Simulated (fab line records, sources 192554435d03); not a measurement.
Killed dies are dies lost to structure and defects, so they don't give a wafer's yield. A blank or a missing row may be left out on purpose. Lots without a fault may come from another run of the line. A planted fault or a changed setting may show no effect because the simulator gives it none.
Chamber matching | flow n5_finfet | N5_PMOS_HMC_CHANNEL_EPI_ETCH_38 on rie_si-02: 4 sister chambers
The step etches SiO2 in CF4, target depth 1.5 nm. 20 wafers are shown with their chamber, then 10 later ones without.

WAFERS WITH THEIR CHAMBER
wafer  | chamber | throttle_valve_pct (%) | drypump_motor_current_A (A) | oes_product_au (a.u.)
L074.2 | 3       | 21.50                  | 5.3                         | 1.024
L074.3 | 0       | 21.51                  | 5.2                         | 1.014
L074.4 | 1       | 21.49                  | 5.1                         | 0.965
L078.1 | 3       | 21.50                  | 5.2                         | 1.028
L078.5 | 2       | 21.55                  | 5.6                         | 0.996
L078.6 | 3       | 21.48                  | 5.3                         | 1.027
L082.1 | 0       | 21.51                  | 5.1                         | 1.011
L082.3 | 3       | 21.49                  | 5.3                         | 1.020
L082.5 | 1       | 21.49                  | 5.2                         | 0.967
L084.3 | 2       | 21.55                  | 5.6                         | 0.998
L084.4 | 1       | 21.49                  | 5.2                         | 0.969
L084.5 | 3       | 21.49                  | 5.3                         | 1.028
L085.1 | 2       | 21.57                  | 5.6                         | 0.989
L085.4 | 0       | 21.50                  | 5.1                         | 1.018
L085.5 | 1       | 21.49                  | 5.2                         | 0.968
L086.2 | 3       | 21.50                  | 5.3                         | 1.030
L086.5 | 2       | 21.57                  | 5.6                         | 1.013
L086.6 | 1       | 21.49                  | 5.1                         | 0.975
L087.1 | 3       | 21.49                  | 5.2                         | 1.015
L087.4 | 2       | 21.57                  | 5.6                         | 0.995

SIGNATURES (means of the wafers above)
reading                 | chamber 0 | chamber 1 | chamber 2 | chamber 3 | scatter within a chamber
throttle_valve_pct      | 21.5067   | 21.4900   | 21.5620   | 21.4929   | 0.00746
drypump_motor_current_A | 5.133     | 5.160     | 5.600     | 5.271     | 0.0454
oes_product_au          | 1.01433   | 0.96880   | 0.99820   | 1.02457   | 0.00598
Rule: a wafer's distance from a chamber is the root of the sum, over the readings, of the square of ((its reading less the chamber's mean) divided by the reading's scatter). The wafer belongs to the nearest chamber; if the next one is less than 2 further off, it can't be placed. The scatter: the root of (the sum of the squares of (reading less its chamber's mean) over the shown wafers, divided by (wafers less chambers)).

WAFERS WITHOUT THEIR CHAMBER
wafer  | throttle_valve_pct (%) | drypump_motor_current_A (A) | oes_product_au (a.u.)
L087.5 | 21.49                  | 5.2                         | 0.975
L089.2 | 21.51                  | 5.1                         | 0.968
L089.4 | 21.56                  | 5.6                         | 0.993
L089.6 | 21.50                  | 5.2                         | 1.028
L090.3 | 21.48                  | 5.2                         | 0.974
L090.5 | 21.49                  | 5.2                         | 1.026
L090.6 | 21.57                  | 5.6                         | 1.004
L096.1 | 21.57                  | 5.6                         | 1.006
L096.2 | 21.50                  | 5.2                         | 1.010
L096.3 | 21.50                  | 5.2                         | 0.978

WHICH CHAMBER EACH WENT THROUGH
wafer  | from the rows above     | in truth
L087.5 | 1                       | 1
L089.2 | 1                       | 1
L089.4 | 2                       | 2
L089.6 | can't be placed: 3 or 0 | 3
L090.3 | 1                       | 1
L090.5 | can't be placed: 3 or 0 | 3
L090.6 | 2                       | 2
L096.1 | 2                       | 2
L096.2 | can't be placed: 0 or 3 | 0
L096.3 | 1                       | 1
Placed correctly: 7 of 10. Can't be placed from these rows: 3 (the true chamber is among the candidates in 3). Placed wrongly: 0.
